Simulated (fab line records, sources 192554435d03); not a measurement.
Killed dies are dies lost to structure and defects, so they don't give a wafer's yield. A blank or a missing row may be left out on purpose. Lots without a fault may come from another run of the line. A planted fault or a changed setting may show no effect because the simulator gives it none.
A struck lot beside a sound one | flow n5_finfet | 39 steps out of a route of 1938
Sound: wafers L692.2, L692.4, L692.6. Struck: wafer L685.5. (L685.1 of the same lot was not struck and is left out.) The cause comes at the end.
At each step with rows: each side's tool, then ch and its chambers, then its first start. Under that, the readings that differ: sound wafers | struck wafers | difference of the means | sigmas: that difference in standard deviations of wafers without a fault.
alike: readings whose means differ by less than 2 such deviations, and words and numbers that are the same on both sides. not compared: withheld readings, readings that some wafer has no value for, bounds like >300 that may hide the same value, and numbers for which the record gives no deviation and whose values overlap.
The two part at a step that has a row with sigmas, a row that says differs or no value, or rows on one side only. Numbers that don't overlap but have no deviation are shown without sigmas and don't part them. A reading that every wafer of one side lacks parts them only if that side has two wafers or more.

first, 9 steps without rows for these wafers: N5_BEOL_M12_SOFTBAKE_23 (time 60 s); N5_BEOL_M12_EXPOSE_25 (exposes mask M12); N5_BEOL_M12_PEB_26 (peb time 90 s); N5_BEOL_M12_DEVELOP_27 (develop time 45 s); N5_BEOL_M12_HARDBAKE_32 (time 120 s); N5_BEOL_M12_DESCUM_33 (chemistry O2, time 7.9 s); N5_BEOL_M12_ETCH_67 (etches SiARC in CF4, target depth 143 nm, time 238.3 s); N5_BEOL_M12_ETCH_68 (etches SOC in N2/H2, time 285 s); N5_BEOL_M12_STRIP_69 (strips in N2/H2).
N5_BEOL_M12_TRENCH_ETCH_34: etches SiOC in C4F8/O2/Ar, target depth 318.95 nm, time 125.5 s.
  sound on rie_diel-05 ch 0,1,2, day 17 01:17; struck on rie_diel-03 ch 2, day 14 02:43
  reading                  | sound             | struck | difference | sigmas
  model.etch.depth_nm (nm) | 316.9 321.7 314.7 | 282    | -36        |
  alike: drypump_motor_current_A, oes_product_au, rf_vpp_V, showerhead_plenum_p_Torr, throttle_valve_pct
  not compared: bias_w, rf_fwd_power_W, rf_hours_counter_h
then, 1 step without rows for these wafers: N5_BEOL_M12_STRIP_70 (strips in C4F8/O2/Ar).
N5_BEOL_M12_OCD_MEAS_35:
  sound on ocd-01, day 17 01:26; struck on ocd-02, day 14 02:53
  reading              | sound       | struck | difference | sigmas
  trench_depth_nm (nm) | 316 322 315 | 282    | -36        | -8
then, 11 steps without rows for these wafers: N5_BEOL_M12_STRIP_37 (strips in N2/H2); N5_BEOL_M12_ETCH_38 (etches SiCN in CF4/N2, target depth 68.7 nm, time 73.4 s); N5_BEOL_M12_PRECLEAN_39 (cleans in residue remover, time 60 s); N5_BEOL_M12_SRD_40 (time 30 s, dry time 30 s); N5_BEOL_M12_DEGAS_41 (time 60 s); N5_BEOL_M12_PRE_CLEAN_42 (time 30 s); N5_BEOL_M12_SPUTTER_43 (material TaN, target thk 15 nm, time 24.19 s); N5_BEOL_M12_SPUTTER_44 (material Ta, target thk 10 nm, time 16.13 s); N5_BEOL_M12_SPUTTER_45 (material Cu, target thk 80 nm, time 13.33 s); N5_BEOL_M12_ECD_47 (material Cu, target thk 720 nm); N5_BEOL_M12_ANNEAL_48 (time 90 s).
N5_BEOL_M12_CMP_49: polishes, stops on SiOC, t overpolish 20.6 s, target thk 320 nm.
  sound on cmp-01 ch 0,2,3, day 17 06:08; struck on cmp-01 ch 0, day 14 13:34
  reading                                 | sound                | struck | difference | sigmas
  overpolish_run_s (s)                    | 20.617 20.607 20.614 | 20.589 | -0.024     | -3
  model.Cu_of_BEOL_M12_ECD_47.thk_nm (nm) | 317.8 323 315.8      | 286    | -33        |
  alike: barrier_field_endpoint_s, edge_zone_pressure_frac, motor_current_A
N5_BEOL_M12_THK_MEAS_50: measures by xrf.
  sound on film_metro-01, day 17 06:21; struck on film_metro-01, day 14 13:49
  reading      | sound       | struck | difference | sigmas
  M12_THK (nm) | 327 333 327 | 293    | -36        | -6
then, 2 steps without rows for these wafers: N5_BEOL_M12_PRE_CLEAN_52 (time 15 s); N5_BEOL_M12_DEP_53 (deposits SiCN from 3MS/NH3, target thk 30 nm, time 10.5 s).
N5_BEOL_M12_RS_MEAS_54: measures by four-point-probe.
  sound on film_metro-01, day 17 06:29; struck on film_metro-01, day 14 13:56
  reading         | sound                | struck | difference | sigmas
  M12_RS (ohm/sq) | 0.0606 0.0596 0.0611 | 0.0678 | +0.0074    | +8
then, 9 steps without rows for these wafers: N5_BEOL_M13_ILD_DEP_00 (deposits SiOC from DEMS/O2, target thk 837.92 nm, time 166.4 s); N5_BEOL_M13_COAT_58 (time 60 s, resist thk 89 nm); N5_BEOL_M13_COAT_04 (resist thk 400 nm); N5_BEOL_M13_EBR_06; N5_BEOL_M13_SOFTBAKE_05 (time 60 s); N5_BEOL_M13_EXPOSE_07 (exposes mask V12); N5_BEOL_M13_PEB_08 (peb time 90 s); N5_BEOL_M13_DEVELOP_09 (develop time 45 s); N5_BEOL_M13_HARDBAKE_14 (time 120 s).
N5_BEOL_M15_RC_MEAS_101:
  sound on prober-02 ch 0, day 18 00:37; struck on prober-02 ch 0, day 15 08:05
  reading                    | sound                   | struck  | difference | sigmas
  COMB_M15 (S/m)             | 2.1e-12 1.9e-12 1.6e-12 | 3.4e-12 | +1.5e-12   | +3
  COMB_M6 (S/m)              | 2.2e-11 3.3e-11 3.8e-11 | 2e-11   | -1e-11     | -2
  SERP_M10 (ohm/um)          | 3.12 3.13 3.20          | 2.96    | -0.19      | -2
  SERP_M12 (ohm/um)          | 0.647 0.656 0.662       | 0.716   | +0.061     | +4
  SERP_M12_max_site (ohm/um) | 0.659 0.669 0.670       | 0.726   | +0.060     | +3
  SERP_M9_max_site (ohm/um)  | 2.99 3.05 3.12          | 3.30    | +0.25      | +3
  alike: COMB_M10, COMB_M11, COMB_M12, COMB_M13, COMB_M14, COMB_M15_max_site, COMB_M5, COMB_M7, COMB_M7_max_site, COMB_M8, COMB_M9, SERP_M11, SERP_M13, SERP_M14, SERP_M5, SERP_M5_max_site, SERP_M6, SERP_M7, SERP_M8, SERP_M9
N5_PASSIVATION_PROBE_49:
  sound on prober-01, day 18 17:02; struck on prober-01, day 15 20:48
  alike: defect_limited_yield, killed_at_M0_to_M3, killed_at_M4_up, killed_at_contacts, killed_at_front_end, killed_at_other, killed_dies, killed_open, killed_short, sort_bin_5_function, sort_bin_6_memory, sort_bin_8_speed, sort_n_pass, sort_yield_pct

WHERE THEY PART
First at N5_BEOL_M12_OCD_MEAS_35; last, within this record, at N5_BEOL_M15_RC_MEAS_101. Later steps at which nothing parts them and some readings are alike: N5_PASSIVATION_PROBE_49.

WHY: what the simulator had put in
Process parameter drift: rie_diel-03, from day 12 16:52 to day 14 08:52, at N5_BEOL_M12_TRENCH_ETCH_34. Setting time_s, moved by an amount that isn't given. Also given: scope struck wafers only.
